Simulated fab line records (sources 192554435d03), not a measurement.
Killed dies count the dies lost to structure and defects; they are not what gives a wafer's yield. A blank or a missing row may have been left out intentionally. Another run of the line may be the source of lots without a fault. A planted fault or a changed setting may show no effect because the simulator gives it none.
Matching of chambers + flow n5Finfet + rieDiel-01 running N5_SD_EPI_P_ETCH_47: 4 sister chambers
The step etches SiOCN in CH3F/O2, target depth 25 nm. 4 wafers are shown with their chamber, then 9 later ones without.

WAFERS, EACH WITH ITS CHAMBER
| wafer  | chamber | drypumpMotorCurrentA (A) |
|--------|---------|--------------------------|
| L087.5 | 3       | 4.8                      |
| L087.6 | 0       | 6.0                      |
| L088.3 | 1       | 5.8                      |
| L088.5 | 2       | 6.3                      |

WAFERS MISSING THEIR CHAMBER
| wafer  | drypumpMotorCurrentA (A) |
|--------|--------------------------|
| L089.2 | 5.8                      |
| L089.3 | 4.9                      |
| L089.6 | 4.8                      |
| L091.4 | 6.0                      |
| L091.5 | 6.4                      |
| L091.6 | 5.8                      |
| L095.1 | 6.0                      |
| L095.3 | 6.3                      |
| L095.4 | 6.0                      |

WHICH CHAMBER EACH ONE RAN IN
| wafer  | from the rows above | in truth |
|--------|---------------------|----------|
| L089.2 | 1                   | 1        |
| L089.3 | 3                   | 3        |
| L089.6 | 3                   | 3        |
| L091.4 | 0                   | 0        |
| L091.5 | 2                   | 2        |
| L091.6 | 1                   | 1        |
| L095.1 | 0                   | 0        |
| L095.3 | 2                   | 2        |
| L095.4 | 0                   | 0        |
Placed correctly: 9 of 9. Not placeable from these rows: 0. Number placed wrongly: 0.
How it was worked out, from the rows above alone: a wafer's distance from a chamber is the root of the sum, over the readings, of the square of ((its reading less the chamber's mean) divided by the reading's scatter). The wafer belongs to the nearest chamber; if the next one is less than 2 further off, it can't be placed. For every chamber, the mean is computed from those of its wafers that are shown. The scatter: root of mean squared gap, hidden wafer to nearest shown wafer, with one shown wafer a chamber.
